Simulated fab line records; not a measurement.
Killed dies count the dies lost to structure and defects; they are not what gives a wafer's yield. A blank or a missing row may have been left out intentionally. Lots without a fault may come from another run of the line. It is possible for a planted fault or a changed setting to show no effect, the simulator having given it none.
Chamber matching	flow nandHarc	NHARC_A_WL_FILL_ALD_19 on aldMetal-02 has 4 sister chambers
The step deposits TiN, target thk 2 nm, pulse time 3 s, ald cycles 100. 16 wafers are shown with their chamber, then 8 later ones without.

== WAFERS PAIRED WITH THEIR CHAMBERS ==
wafer	chamber	heaterPowerW (W)	precursorPulseHeightRel
L078.3	2	1135	0.974
L078.4	0	1036	0.994
L078.5	1	1107	0.992
L084.2	2	1132	0.974
L084.4	1	1107	0.978
L084.6	1	1130	0.999
L086.1	0	998	1.004
L086.2	1	1142	1.019
L086.4	3	1059	0.980
L086.3	2	1127	1.025
L086.5	3	1049	0.990
L086.6	0	1018	0.974
L090.3	1	1064	0.966
L090.4	3	1114	0.986
L090.6	2	1107	1.016
L088.3	0	1020	0.983

SIGNATURES, as means of the wafers listed above
reading	chamber 0	chamber 1	chamber 2	chamber 3	scatter within a chamber
heaterPowerW	1018.00	1110.00	1125.25	1074.00	24.5
precursorPulseHeightRel	0.98875	0.99080	0.99725	0.98533	0.0192
Rule: for each reading, subtract the chamber's mean from the wafer's reading, divide by that reading's scatter and square the result; add these up over the readings and take the root, which gives the wafer's distance from the chamber. The wafer belongs to the nearest chamber; if the next one is less than 2 further off, it can't be placed. The scatter: the root of (the sum of the squares of (reading less its chamber's mean) over the shown wafers, divided by (wafers less chambers)).

== WAFERS WITH NO CHAMBER GIVEN ==
wafer	heaterPowerW (W)	precursorPulseHeightRel
L088.4	1132	0.992
L088.5	1134	1.039
L096.2	1090	0.990
L096.5	1110	1.024
L096.6	1108	0.985
L097.2	1031	1.007
L097.3	1095	1.026
L097.5	1094	0.983

== CHAMBER TAKEN BY EACH ==
wafer	from the rows above	in truth
L088.4	can't be placed: 2 or 1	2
L088.5	can't be placed: 2 or 1 or 3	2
L096.2	can't be placed: 3 or 1 or 2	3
L096.5	can't be placed: 2 or 1 or 3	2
L096.6	can't be placed: 1 or 2 or 3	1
L097.2	can't be placed: 0 or 3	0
L097.3	can't be placed: 1 or 2 or 3 or 0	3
L097.5	can't be placed: 1 or 3 or 2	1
Placed correctly: 0 of 8. From these rows, 8 cannot be placed; in 8 the true chamber is one of the candidates. Wrongly placed: 0.
